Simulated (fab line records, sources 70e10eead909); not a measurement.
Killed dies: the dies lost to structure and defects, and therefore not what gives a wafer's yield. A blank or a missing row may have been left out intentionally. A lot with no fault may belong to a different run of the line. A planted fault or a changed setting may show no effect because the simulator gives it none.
Matching of chambers | flow nand harc | rie diel-02 running NHARC_A_CONTACT_ETCH_30: 4 sister chambers
The step etches the open film in CF4/CHF3, target depth 72.6 nm, time 36.3 s. 16 wafers are shown with their chamber, then 7 later ones without.

== EACH WAFER AND ITS CHAMBER ==
wafer  | chamber | drypump motor current A (A) | showerhead plenum p Torr (Torr) | rf vpp V (V)
L230.2 | 3       | 6.1                         | 1.63                            | 371.6
L230.4 | 2       | 5.3                         | 1.47                            | 365.9
L230.6 | 2       | 5.3                         | 1.47                            | 366.1
L229.1 | 0       | 5.7                         | 1.63                            | 373.1
L229.2 | 3       | 6.1                         | 1.63                            | 374.0
L229.4 | 3       | 6.0                         | 1.63                            | 372.3
L234.5 | 2       | 5.3                         | 1.46                            | 367.2
L234.6 | 1       | 5.0                         | 1.62                            | 372.2
L245.1 | 0       | 5.7                         | 1.62                            | 372.9
L245.2 | 3       | 6.1                         | 1.62                            | 371.0
L245.6 | 1       | 5.0                         | 1.61                            | 372.1
L244.2 | 3       | 6.1                         | 1.63                            | 372.9
L244.3 | 1       | 5.0                         | 1.61                            | 372.5
L244.6 | 3       | 6.0                         | 1.62                            | 371.7
L246.2 | 3       | 6.1                         | 1.62                            | 373.2
L246.3 | 0       | 5.7                         | 1.62                            | 372.6

SIGNATURES (means of the wafers above)
reading                  | chamber 0 | chamber 1 | chamber 2 | chamber 3 | scatter within a chamber
drypump motor current A  | 5.700     | 5.000     | 5.300     | 6.071     | 0.0345
showerhead plenum p Torr | 1.6233    | 1.6133    | 1.4667    | 1.6257    | 0.00556
rf vpp V                 | 372.867   | 372.267   | 366.400   | 372.386   | 0.803
Rule: for a wafer and a chamber, the distance is found by dividing, reading by reading, the gap between the wafer's reading and the chamber's mean by the reading's scatter, squaring, summing and taking the root. The wafer belongs to the nearest chamber; if the next one is less than 2 further off, it can't be placed. How the scatter is found: for the shown wafers, subtract from each reading the mean of its chamber, square and add these, divide the total by (wafers less chambers), then take the root.

== WAFERS WITH NO CHAMBER GIVEN ==
wafer  | drypump motor current A (A) | showerhead plenum p Torr (Torr) | rf vpp V (V)
L246.4 | 5.3                         | 1.46                            | 366.1
L248.1 | 5.7                         | 1.62                            | 372.0
L248.2 | 6.0                         | 1.62                            | 372.7
L248.5 | 5.7                         | 1.62                            | 372.6
L247.1 | 6.1                         | 1.62                            | 370.5
L247.2 | 5.0                         | 1.61                            | 372.5
L247.5 | 5.3                         | 1.46                            | 364.7

== CHAMBER TAKEN BY EACH ==
wafer  | from the rows above | in truth
L246.4 | 2                   | 2
L248.1 | 0                   | 0
L248.2 | 3                   | 3
L248.5 | 0                   | 0
L247.1 | 3                   | 3
L247.2 | 1                   | 1
L247.5 | 2                   | 2
7 of 7 placed correctly. Can't be placed from these rows: 0. Placed wrongly: 0.
